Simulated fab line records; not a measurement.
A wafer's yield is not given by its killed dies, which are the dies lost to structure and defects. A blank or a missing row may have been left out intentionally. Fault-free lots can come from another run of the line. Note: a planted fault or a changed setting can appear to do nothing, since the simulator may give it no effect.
Comparing a struck lot with a sound one || flow n5 finfet || 14 out of 1938 route steps
Sound: wafers L114.1, L114.2, L114.4. Wafers struck: L103.2, L103.4, L103.6. The cause comes at the end.
At each step with rows: each side's tool, then ch and its chambers, then its first start. Under that, the readings that differ: sound wafers || struck wafers || difference of the means || sigmas: that difference in standard deviations of wafers without a fault.
alike: a reading whose means differ by less than 2 such deviations, as well as words and numbers matching on both sides. not compared: withheld readings; readings where some wafer has no value; bounds like >300 that might hide an equal value; numbers whose values overlap and for which the record gives no deviation.
The two part at a step that has a row with sigmas, a row that says differs or no value, or rows on one side only. Numbers that don't overlap but have no deviation are shown without sigmas and don't part them. A reading that every wafer of one side lacks parts them only if that side has two wafers or more.

first, 9 steps without rows for these wafers: N5_MOL_CONTACT_COAG_DEVELOP_07 (develop time 30 s); N5_MOL_CONTACT_COAG_DESCUM_13 (chemistry O2, time 7 s); N5_MOL_CONTACT_COAG_ETCH_59 (etches underlayer in N2/H2, target depth 13 nm, time 10.4 s); N5_MOL_CONTACT_COAG_ETCH_105 (etches SiARC in CF4, target depth 15.6 nm, time 26 s); N5_MOL_CONTACT_COAG_ETCH_106 (etches SOC in N2/H2, target depth 80 nm, overetch 16 nm, time 120 s); N5_MOL_CONTACT_COAG_STRIP_107 (strips in N2/H2); N5_MOL_CONTACT_COAG_STRIP_108 (strips in N2/H2); N5_MOL_CONTACT_COAG_CONTACT_ETCH_14 (etches SiO2 in C4F6/O2, target depth 27.5 nm, overetch 8.5 nm, time 20 s); N5_MOL_CONTACT_COAG_STRIP_109 (strips in C4F6/O2).
N5_MOL_CONTACT_COAG_ETCH_15: etches SiNx in CH3F/O2, stops on Si:P, target depth 7 nm.
  sound on rie diel-04 ch 0,2,3, day 10 10:29; struck on rie diel-01 ch 0,1, day 7 19:07
{"reading": "over etch frac", "sound": "0.75 0.75 0.75", "struck": "1.2603 1.2603 1.2603", "difference": "+0.5103", "sigmas": ""}
{"reading": "model.SOC_of_MOL_CONTACT_COAG_COAT_103.thk nm (nm)", "sound": "75 75 75", "struck": "74.4 74.4 74.6", "difference": -0.5, "sigmas": ""}
  alike: drypump motor current A, oes product au, rf fwd power W, rf vpp V, showerhead plenum p Torr, throttle valve pct
  not compared: rf hours counter h
N5_MOL_CONTACT_COAG_ETCH_110: etches Si in CF4/O2, target depth 2.5 nm, time 8 s.
  sound on rie diel-04 ch 0,2,3, day 10 10:33; struck on rie diel-01 ch 0,1, day 7 19:10
{"reading": "model.SOC_of_MOL_CONTACT_COAG_COAT_103.thk nm (nm)", "sound": "73.6 73.4 73.6", "struck": "72.8 73 73.2", "difference": -0.5, "sigmas": ""}
  alike: drypump motor current A, oes product au, rf fwd power W, rf vpp V, showerhead plenum p Torr, throttle valve pct
  not compared: rf hours counter h
then, 1 step without rows for these wafers: N5_MOL_CONTACT_COAG_STRIP_98 (strips in N2/H2).
-- here the record skips 4 days between the struck wafers' starts before and after, leaving off in module MOL_CONTACT_COAG and picking up in module BEOL_M4 (first step shown: number 1111 of the route) --
N5_BEOL_M4_RC_MEAS_101:
  sound on prober-02 ch 0, day 13 22:02; struck on prober-01 ch 0, day 11 10:56
  alike: DIBL_N, DIBL_P, IOFF_N, IOFF_P, ION_N, ION_P, SS_N, SS_P, VT_N, VT_P
-- the record jumps here: 4 days lie between the struck wafers' starts before and after (it left off in module BEOL_M4 and takes up again in module PASSIVATION, whose first step shown is number 1936 of the route) --
N5_PASSIVATION_PROBE_49:
  sound: prober-01 at day 17 23:46; struck: prober-01 at day 15 21:07
  alike: defect limited yield, killed_at_M0_to_M3, killed_at_M4_up, killed at contacts, killed at front end, killed at other, killed dies, killed open, killed short, sort_bin_5_function, sort_bin_6_memory, sort n pass, sort yield pct

## WHERE THEY PART
Nowhere in this record.

WHY: what had been put in by the simulator
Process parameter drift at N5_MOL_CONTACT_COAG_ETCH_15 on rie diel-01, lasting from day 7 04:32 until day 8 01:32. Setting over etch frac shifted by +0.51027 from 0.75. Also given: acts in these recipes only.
